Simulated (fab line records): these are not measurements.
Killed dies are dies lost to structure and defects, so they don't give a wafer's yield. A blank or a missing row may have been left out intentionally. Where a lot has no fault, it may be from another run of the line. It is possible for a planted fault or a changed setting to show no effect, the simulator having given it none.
Which tool did it? | flow nand-harc | 12 lots, 36 wafers sampled, at 6 steps of a route of 1159

## WHAT EACH GAUGE READ, for each wafer
NHARC_A_CHANNEL_HOLE_D1_INSPECT_40. Usual: 59 for raw-defect-count, sd 18.
lot  | measured     | on                | raw-defect-count | flag
L414 | day 8 11:17  | defect-inspect-02 | 64 51 45         |
L415 | day 9 05:14  | defect-inspect-02 | 70 45 58         |
L417 | day 9 05:20  | defect-inspect-02 | 44 65 50         |
L419 | day 9 18:14  | defect-inspect-01 | 59 66 74         |
L418 | day 9 18:37  | defect-inspect-02 | 48 15 29         |
L421 | day 10 08:20 | defect-inspect-02 | 65 47 69         |
L423 | day 10 20:41 | defect-inspect-01 | 893 955 891      | OFF
L424 | day 11 08:05 | defect-inspect-01 | 928 915 944      | OFF
L431 | day 12 17:38 | defect-inspect-01 | 71 73 76         |
L433 | day 12 23:35 | defect-inspect-01 | 55 36 74         |
L435 | day 13 11:37 | defect-inspect-01 | 56 72 51         |
L436 | day 14 06:02 | defect-inspect-01 | 46 60 38         |

NHARC_END_SORT_01. Usual: killed-at-array 27, standard deviation 12; killed-at-other 0.8, standard deviation 1; killed-at-periphery 4.0, standard deviation 2.5; killed-dies 32, standard deviation 11; killed-open 3.3, standard deviation 1.8; killed-short 2.0, standard deviation 1.5.
lot  | measured     | on        | killed-at-array | killed-at-other | killed-at-periphery | killed-dies | killed-open | killed-short | flag
L423 | day 21 16:27 | prober-02 | 105 88 117      | 1 0 2           | 2 2 2               | 108 90 121  | 4 4 4       | 2 2 2        | OFF
L424 | day 21 19:40 | prober-01 | 81 85 105       | 0 0 0           | 7 8 6               | 88 93 111   | 4 2 5       | 2 1 3        | OFF

## WHAT TOOL EACH LOT RAN ON (gives the tool, then ch and the chambers of the sampled wafers, and finally the start)
lot  | NHARC_A_CHANNEL_HOLE_D1_ETCH_24  | NHARC_A_CHANNEL_HOLE_D1_STRIP_43   | NHARC_A_CHANNEL_HOLE_D1_STRIP_27              | NHARC_A_CHANNEL_FILL_D1_ALD_03
L414 | har-etch-02 ch 1, day 8 07:49    | rie-diel-06 ch 0,1,2, day 8 10:14  | rie-diel-06 ch 0,2,3, day 8 11:17 or earlier  | ald-sin-batch-01 ch 0, no start
L415 | har-etch-02 ch 0,1, day 9 01:45  | rie-diel-02 ch 0,2,3, day 9 04:11  | rie-diel-02 ch 0,1,3, day 9 05:14 or earlier  | ald-sin-batch-01 ch 0, no start
L417 | har-etch-01 ch 0,1, day 9 01:54  | rie-diel-06 ch 1,2,3, day 9 04:19  | rie-diel-06 ch 1,2,3, day 9 05:20 or earlier  | ald-sin-batch-01 ch 0, no start
L419 | har-etch-01 ch 0,1, day 9 14:40  | rie-diel-02 ch 1,2,3, day 9 17:11  | rie-diel-02 ch 2,3, day 9 18:14 or earlier    | ald-sin-batch-02 ch 0, no start
L418 | har-etch-02 ch 1, day 9 15:01    | rie-diel-03 ch 1,2,3, day 9 17:34  | rie-diel-03 ch 0,3, day 9 18:37 or earlier    | ald-sin-batch-02 ch 0, no start
L421 | har-etch-01 ch 0,1, day 10 04:52 | rie-diel-02 ch 1,2, day 10 07:16   | rie-diel-02 ch 0,1,3, day 10 08:20 or earlier | ald-sin-batch-01 ch 0, no start
L423 | har-etch-02 ch 0,1, day 10 17:16 | rie-diel-02 ch 0,1,3, day 10 19:39 | rie-diel-02 ch 0,3, day 10 20:41 or earlier   | ald-sin-batch-02 ch 0, day 21 16:27 or earlier
L424 | har-etch-02 ch 0,1, day 11 04:47 | rie-diel-02 ch 0,3, day 11 07:04   | rie-diel-02 ch 0,1,2, day 11 08:05 or earlier | ald-sin-batch-02 ch 0, day 21 19:40 or earlier
L431 | har-etch-01 ch 0,1, day 12 14:04 | rie-diel-03 ch 1,2,3, day 12 16:35 | rie-diel-03 ch 1,2,3, day 12 17:38 or earlier | ald-sin-batch-03 ch 0, no start
L433 | har-etch-02 ch 0,1, day 12 19:59 | rie-diel-06 ch 0,1,3, day 12 22:31 | rie-diel-06 ch 0,1,3, day 12 23:35 or earlier | ald-sin-batch-01 ch 0, no start
L435 | har-etch-02 ch 0,1, day 13 08:02 | rie-diel-03 ch 0,1,3, day 13 10:34 | rie-diel-03 ch 1,2,3, day 13 11:37 or earlier | ald-sin-batch-01 ch 0, no start
L436 | har-etch-02 ch 0,1, day 14 02:35 | rie-diel-03 ch 0,1,3, day 14 04:59 | rie-diel-03 ch 0,1,3, day 14 06:02 or earlier | ald-sin-batch-01 ch 0, no start
- NHARC_A_CHANNEL_HOLE_D1_ETCH_24: etches the open film in C4F8/O2/Ar, time 906.2 s, target depth 1500 nm.
- NHARC_A_CHANNEL_HOLE_D1_STRIP_43: strips in O2/COS.
- NHARC_A_CHANNEL_HOLE_D1_STRIP_27: strips in O2.
- NHARC_A_CHANNEL_FILL_D1_ALD_03: deposits SiNx, target thk 6 nm, pulse time 60 s, ald cycles 58.

## WHAT THE TOOLS THEMSELVES READ (means of the sampled wafers that have a number; where no wafer has one, the mark that the record gives instead)
NHARC_A_CHANNEL_HOLE_D1_ETCH_24. Usual: drypump-motor-current-A 6.0 A, standard deviation 0.65; showerhead-plenum-p-Torr 3.61 Torr, standard deviation 0.075; throttle-valve-pct 32.235 %, standard deviation 0.0097.
lot  | tool        | drypump-motor-current-A (A) | showerhead-plenum-p-Torr (Torr) | throttle-valve-pct (%) | flag
L414 | har-etch-02 | 6.6                         | 3.72                            | 32.235                 |
L415 | har-etch-02 | 6.5                         | 3.66                            | 32.234                 |
L417 | har-etch-01 | 5.7                         | 3.63                            | 32.237                 |
L419 | har-etch-01 | 5.2                         | 3.62                            | 32.236                 |
L418 | har-etch-02 | 6.6                         | 3.71                            | 32.230                 |
L421 | har-etch-01 | 5.6                         | 3.62                            | 32.224                 |
L423 | har-etch-02 | 6.4                         | 3.65                            | 32.236                 |
L424 | har-etch-02 | 6.5                         | 3.65                            | 32.232                 |
L431 | har-etch-01 | 5.2                         | 3.60                            | 32.234                 |
L433 | har-etch-02 | 6.4                         | 3.63                            | 32.238                 |
L435 | har-etch-02 | 6.5                         | 3.63                            | 32.244                 |
L436 | har-etch-02 | 6.5                         | 3.63                            | 32.237                 |

NHARC_A_CHANNEL_HOLE_D1_STRIP_27. Usual: drypump-motor-current-A 5.7 A, standard deviation 0.45; oes-product-au 1.003 a.u., standard deviation 0.01; rf-vpp-V 57.8 V, standard deviation 0.89; showerhead-plenum-p-Torr 3.54 Torr, standard deviation 0.14; throttle-valve-pct 17.036 %, standard deviation 0.0095.
lot  | tool        | drypump-motor-current-A (A) | oes-product-au (a.u.) | rf-vpp-V (V) | showerhead-plenum-p-Torr (Torr) | throttle-valve-pct (%) | flag
L414 | rie-diel-06 | 5.5                         | 1.008                 | 58.3         | 3.61                            | 17.033                 |
L415 | rie-diel-02 | 5.6                         | 1.000                 | 58.0         | 3.66                            | 17.036                 |
L417 | rie-diel-06 | 5.7                         | 1.002                 | 57.2         | 3.57                            | 17.038                 |
L419 | rie-diel-02 | 5.6                         | 0.999                 | 57.5         | 3.57                            | 17.032                 |
L418 | rie-diel-03 | 5.6                         | 0.997                 | 57.8         | 3.45                            | 17.038                 |
L421 | rie-diel-02 | 5.6                         | 1.006                 | 57.7         | 3.65                            | 17.041                 |
L423 | rie-diel-02 | 5.3                         | 1.003                 | 57.6         | 3.67                            | 17.043                 |
L424 | rie-diel-02 | 5.8                         | 1.011                 | 57.4         | 3.56                            | 17.032                 |
L431 | rie-diel-03 | 5.7                         | 1.008                 | 56.7         | 3.42                            | 17.041                 |
L433 | rie-diel-06 | 5.9                         | 1.003                 | 58.2         | 3.69                            | 17.031                 |
L435 | rie-diel-03 | 5.6                         | 0.999                 | 56.9         | 3.42                            | 17.025                 |
L436 | rie-diel-03 | 5.5                         | 1.000                 | 58.1         | 3.48                            | 17.036                 |

NHARC_A_CHANNEL_FILL_D1_ALD_03. Usual: 1.001 for precursor-pulse-height-rel, sd 0.02.
lot  | tool             | precursor-pulse-height-rel | flag
L414 | ald-sin-batch-01 | 1.017                      |
L415 | ald-sin-batch-01 | 1.005                      |
L417 | ald-sin-batch-01 | 0.987                      |
L419 | ald-sin-batch-02 | 0.976                      |
L418 | ald-sin-batch-02 | 1.001                      |
L421 | ald-sin-batch-01 | 1.007                      |
L423 | ald-sin-batch-02 | 0.990                      |
L424 | ald-sin-batch-02 | 0.985                      |
L431 | ald-sin-batch-03 | 0.998                      |
L433 | ald-sin-batch-01 | 1.009                      |
L435 | ald-sin-batch-01 | 0.980                      |
L436 | ald-sin-batch-01 | 1.005                      |

## THE ANSWER, worked out from the rows above alone
Rule: a lot counts as off when the mean over its wafers that have a number is more than 3 standard deviations away from the usual mean. A lot without any number at a reading at which 4 lots or more have one is off too. Where the step has rows for the other lots, those lots are counted as sound. The gauges are gone through in route order, then the tools' own readings, and for those a lot's mean is taken as printed above. At the first step where some lot is off, the reading lying furthest off is the one used; lots without a number count as furthest.
Off, at NHARC_A_CHANNEL_HOLE_D1_INSPECT_40 on raw-defect-count: L423, L424.
A tool fits if, at a process step before that reading, it ran every lot that is off, and no sound lot after the first of them. Not tried: the gauges at NHARC_A_CHANNEL_HOLE_D1_INSPECT_40; whatever is off there is also off at NHARC_END_SORT_01, on other tools, and gauge error can't account for it. Because NHARC_A_CHANNEL_HOLE_D1_STRIP_27 lacks a start for some lots, the hours and order of its lots are taken from NHARC_A_CHANNEL_HOLE_D1_INSPECT_40. One fits: rie-diel-02 at NHARC_A_CHANNEL_HOLE_D1_STRIP_43 and NHARC_A_CHANNEL_HOLE_D1_STRIP_27. At NHARC_A_CHANNEL_HOLE_D1_STRIP_43 its last sound lot is L421 (day 10 07:16), its first lot that is off L423 (day 10 19:39): a fault that began between those two fits.

## WHAT THE SIMULATOR PUT IN
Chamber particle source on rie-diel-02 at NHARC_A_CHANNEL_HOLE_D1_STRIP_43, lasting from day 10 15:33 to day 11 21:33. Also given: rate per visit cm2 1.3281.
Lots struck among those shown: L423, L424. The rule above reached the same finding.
